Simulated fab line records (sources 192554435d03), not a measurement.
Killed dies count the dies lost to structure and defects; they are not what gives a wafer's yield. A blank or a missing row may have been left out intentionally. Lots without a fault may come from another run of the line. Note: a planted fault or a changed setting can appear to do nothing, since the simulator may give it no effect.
Which of the tools did it? | flow n5_finfet | 69 wafers sampled from 23 lots at 1 step of a route of 1938

== WHAT THE GAUGES SHOWED, per wafer ==
N5_BEOL_M13_INSPECT_12: inspects for defects (macro).
lot  | measured     | on                | raw_defect_count
L074 | day 10 20:20 | defect_inspect-02 | 1 2 0
L075 | day 11 12:41 | defect_inspect-02 | 1 3 2
L076 | day 11 13:52 | defect_inspect-02 | 5 3 0
L077 | day 11 15:46 | defect_inspect-02 | 1 4 4
L078 | day 11 17:38 | defect_inspect-02 | 0 1 4
L079 | day 11 23:20 | defect_inspect-01 | 1 0 2
L080 | day 12 14:58 | defect_inspect-02 | 3 1 7
L083 | day 12 20:29 | defect_inspect-01 | 4 4 3
L082 | day 13 01:44 | defect_inspect-01 | 1 3 1
L081 | day 13 01:53 | defect_inspect-02 | 1 2 1
L086 | day 13 12:58 | defect_inspect-02 | 1 3 2
L084 | day 13 18:51 | defect_inspect-02 | 2 1 1
L085 | day 14 01:02 | defect_inspect-02 | 4 4 6
L087 | day 14 01:17 | defect_inspect-02 | 1 1 3
L088 | day 14 04:39 | defect_inspect-01 | 3 3 1
L089 | day 15 10:05 | defect_inspect-02 | 6 1 1
L090 | day 15 11:08 | defect_inspect-02 | 0 2 2
L092 | day 15 15:44 | defect_inspect-02 | 1 3 2
L091 | day 15 16:37 | defect_inspect-01 | 3 3 2
L093 | day 16 08:02 | defect_inspect-02 | 3 2 1
L095 | day 16 17:43 | defect_inspect-01 | 0 1 0
L097 | day 16 18:31 | defect_inspect-02 | 8 3 4
L096 | day 17 00:26 | defect_inspect-02 | 1 2 5

== TOOL THAT RAN EACH LOT (tool first, then ch and the chambers of the sampled wafers, then the start) ==
Before these readings, the record contains no process step.

== WHAT THE TOOLS THEMSELVES READ (means of the sampled wafers that have a number; where no wafer has one, the mark that the record gives instead) ==
The record holds no such reading with a usual standard deviation.

== THE ANSWER, worked out from the rows above alone ==
Rule: the lots themselves supply what counts as usual. Put in order of their means at a reading, lots are off if they are a third of the lots or fewer, leave a main group of 4 or more, and stand apart from it by a gap of 3 or more times the standard deviation of the main group's means; of several such gaps the widest counts. If all means in a main group match to the digits the tables above print for the reading, that group is not used. Also off: a lot with no number at a reading for which 4 or more lots have one. The other lots that the step has rows for count as sound. First the gauges in route order, then the tools' own readings, where a lot's mean is used as printed above. At the first step where some lot is off, the reading lying furthest off is the one used; lots without a number count as furthest.
None of the lots is off at any reading shown; this tells nothing.

== WHAT HAD BEEN PUT IN BY THE SIMULATOR ==
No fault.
